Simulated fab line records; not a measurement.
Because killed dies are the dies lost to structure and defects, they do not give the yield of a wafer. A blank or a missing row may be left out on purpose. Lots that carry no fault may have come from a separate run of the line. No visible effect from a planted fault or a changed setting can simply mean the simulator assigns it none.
What tool caused it? + flow nand harc + Sampling: 14 lots, 42 wafers, 5 of 1302 route steps

## WHAT THE GAUGES SHOWED, per wafer
NHARC_HYBRID_BOND_OVL_MEAS_05. Usual: overlay x nm 4 nm, standard deviation 34; overlay y nm -4 nm, standard deviation 32.
| lot  | measured     | on         | overlay x nm (nm) | overlay y nm (nm) | flag |
|------|--------------|------------|-------------------|-------------------|------|
| L961 | day 23 07:35 | overlay-02 | -2 -2 -47         | -26 -27 -34       |      |
| L962 | day 24 05:55 | overlay-01 | 28 33 20          | -28 -45 24        |      |
| L963 | day 24 09:56 | overlay-02 | 36 -39 51         | 17 -8 35          |      |
| L964 | day 24 05:55 | overlay-02 | -30 35 13         | -25 -58 1         |      |
| L965 | day 24 22:11 | overlay-01 | -19 57 -5         | 13 3 27           |      |
| L966 | day 25 14:23 | overlay-02 | 35 22 -16         | -54 18 -54        |      |
| L967 | day 25 22:15 | overlay-01 | 37 -45 -49        | 41 -2 23          |      |
| L968 | day 26 12:48 | overlay-01 | -2 -29 22         | -49 -20 -41       |      |
| L969 | day 28 03:22 | overlay-02 | -11 -46 -25       | 4 14 40           |      |
| L971 | day 27 19:57 | overlay-01 | 27 6 8            | 8 -39 8           |      |
| L970 | day 27 19:58 | overlay-01 | -43 -4 40         | -49 -14 -22       |      |
| L978 | day 31 16:13 | overlay-01 | 36 19 -7          | 47 -14 30         |      |
| L980 | day 31 03:49 | overlay-01 | -69 -10 15        | 17 8 17           |      |
| L979 | day 30 22:52 | overlay-02 | 29 -63 33         | 9 25 36           |      |

NHARC_END_SORT_01. Usual: killed at array 50, standard deviation 14; killed at other 0.9, standard deviation 1; killed at periphery 3.9, standard deviation 2.5; killed dies 55, standard deviation 15; killed open 3.5, standard deviation 1.9; killed short 2.5, standard deviation 1.7.
| lot  | measured     | on        | killed at array | killed at other | killed at periphery | killed dies | killed open | killed short | flag |
|------|--------------|-----------|-----------------|-----------------|---------------------|-------------|-------------|--------------|------|
| L978 | day 32 10:03 | prober-02 | 130 139 142     | 1 0 0           | 8 2 5               | 139 141 147 | 4 1 5       | 1 1 1        | OFF  |
| L980 | day 31 22:18 | prober-01 | 147 144 137     | 0 2 0           | 2 3 3               | 149 149 140 | 0 3 2       | 0 4 1        | OFF  |

## WHICH TOOL RAN EACH LOT (tool, then ch and the chambers of the sampled wafers, then the start)
| lot  | NHARC_A_ONON_D1_DEP_19           | NHARC_THIN_TSV_ETCH_15           | NHARC_THIN_TSV_STRIP_62              |
|------|----------------------------------|----------------------------------|--------------------------------------|
| L961 | pecvd onon-03 ch 0, day 8 08:02  | rie si-02 ch 2,3, day 23 11:10   | plasma asher-01 ch 0,1, day 23 13:02 |
| L962 | pecvd onon-03 ch 0, day 8 12:08  | rie si-03 ch 0,1,2, day 24 10:41 | plasma asher-01 ch 0,1, day 24 12:31 |
| L963 | pecvd onon-01 ch 0, day 8 19:41  | rie si-04 ch 0,1,3, day 24 13:33 | plasma asher-02 ch 1, day 24 15:23   |
| L964 | pecvd onon-03 ch 0, day 9 03:38  | rie si-04 ch 0,2,3, day 24 09:29 | plasma asher-02 ch 0,1, day 24 11:14 |
| L965 | pecvd onon-04 ch 0, day 9 19:53  | rie si-04 ch 1,2, day 25 01:44   | plasma asher-02 ch 0,1, day 25 03:32 |
| L966 | pecvd onon-03 ch 0, day 10 02:34 | rie si-02 ch 1,2, day 25 17:50   | plasma asher-02 ch 0,1, day 25 19:37 |
| L967 | pecvd onon-04 ch 0, day 10 13:58 | rie si-03 ch 0,1, day 26 01:50   | plasma asher-02 ch 0, day 26 03:38   |
| L968 | pecvd onon-03 ch 0, day 11 09:47 | rie si-03 ch 1,2,3, day 26 16:16 | plasma asher-01 ch 0,1, day 26 18:04 |
| L969 | pecvd onon-04 ch 0, day 12 06:16 | rie si-03 ch 0,1,3, day 28 06:49 | plasma asher-01 ch 0,1, day 28 08:41 |
| L971 | pecvd onon-03 ch 0, day 12 06:27 | rie si-04 ch 0,1, day 28 00:43   | plasma asher-01 ch 0,1, day 28 02:34 |
| L970 | pecvd onon-04 ch 0, day 12 06:37 | rie si-02 ch 0,2, day 28 01:57   | plasma asher-02 ch 0,1, day 28 03:44 |
| L978 | pecvd onon-01 ch 0, day 15 10:09 | rie si-02 ch 2,3, day 31 19:39   | plasma asher-01 ch 0, day 31 21:26   |
| L980 | pecvd onon-01 ch 0, day 15 19:23 | rie si-02 ch 0,1,2, day 31 07:26 | plasma asher-02 ch 0,1, day 31 09:10 |
| L979 | pecvd onon-04 ch 0, day 15 19:33 | rie si-04 ch 0,2,3, day 31 02:29 | plasma asher-02 ch 0,1, day 31 04:19 |
- NHARC_A_ONON_D1_DEP_19: target thk 1000 nm.
- NHARC_THIN_TSV_ETCH_15: target depth 3000 nm, bosch target overetch cycles 2, bosch etch step 2.8 s.
- NHARC_THIN_TSV_STRIP_62: strips in N2/H2, time 20 s.

## AS READ BY THE TOOLS THEMSELVES (means over the sampled wafers that have a number; for cases with no such wafer, the mark the record gives instead)
NHARC_THIN_TSV_ETCH_15. Usual: drypump motor current A 5.6 A, standard deviation 0.33.
| lot  | tool      | drypump motor current A (A) | flag |
|------|-----------|-----------------------------|------|
| L961 | rie si-02 | 5.5                         |      |
| L962 | rie si-03 | 5.6                         |      |
| L963 | rie si-04 | 6.0                         |      |
| L964 | rie si-04 | 5.8                         |      |
| L965 | rie si-04 | 5.5                         |      |
| L966 | rie si-02 | 5.9                         |      |
| L967 | rie si-03 | 5.5                         |      |
| L968 | rie si-03 | 5.5                         |      |
| L969 | rie si-03 | 5.4                         |      |
| L971 | rie si-04 | 5.9                         |      |
| L970 | rie si-02 | 5.8                         |      |
| L978 | rie si-02 | 5.5                         |      |
| L980 | rie si-02 | 5.7                         |      |
| L979 | rie si-04 | 5.8                         |      |

NHARC_THIN_TSV_STRIP_62. Usual: drypump motor current A 5.9 A, standard deviation 0.66; heater power w 355 W, standard deviation 48.
| lot  | tool            | drypump motor current A (A) | heater power w (W) | flag |
|------|-----------------|-----------------------------|--------------------|------|
| L961 | plasma asher-01 | 6.5                         | 338                |      |
| L962 | plasma asher-01 | 6.5                         | 336                |      |
| L963 | plasma asher-02 | 4.9                         | 342                |      |
| L964 | plasma asher-02 | 5.5                         | 397                |      |
| L965 | plasma asher-02 | 5.2                         | 372                |      |
| L966 | plasma asher-02 | 5.2                         | 372                |      |
| L967 | plasma asher-02 | 5.9                         | 429                |      |
| L968 | plasma asher-01 | 6.5                         | 313                |      |
| L969 | plasma asher-01 | 6.5                         | 312                |      |
| L971 | plasma asher-01 | 6.5                         | 311                |      |
| L970 | plasma asher-02 | 5.5                         | 402                |      |
| L978 | plasma asher-01 | 6.5                         | 282                |      |
| L980 | plasma asher-02 | 5.2                         | 357                |      |
| L979 | plasma asher-02 | 5.6                         | 380                |      |

## THE ANSWER, worked out from the rows above alone
Rule: lot off if the mean of its wafers having a number is beyond 3 standard deviations from the usual mean. Also off: a lot with no number at a reading for which 4 or more lots have one. The other lots that the step has rows for count as sound. First the gauges in route order, then the tools' own readings, where a lot's mean is used as printed above. The first step at which some lot is off is used, and at that step the reading that is off furthest; a lot without a number counts as furthest.
Off: L978, L980, at NHARC_END_SORT_01 (killed at array). Neither off nor sound, because the step has no rows for them: L961, L962, L963, L964, L965, L966, L967, L968, L969, L971, L970, L979.
If a tool, at a process step before that reading, ran all the lots that are off and no sound lot after the first of them, it fits. The gauges at NHARC_END_SORT_01 are tried like those tools. 2 tools fit, pecvd onon-01 at NHARC_A_ONON_D1_DEP_19 and rie si-02 at NHARC_THIN_TSV_ETCH_15, so this cannot tell which one it is.

## WHAT THE SIMULATOR PUT IN
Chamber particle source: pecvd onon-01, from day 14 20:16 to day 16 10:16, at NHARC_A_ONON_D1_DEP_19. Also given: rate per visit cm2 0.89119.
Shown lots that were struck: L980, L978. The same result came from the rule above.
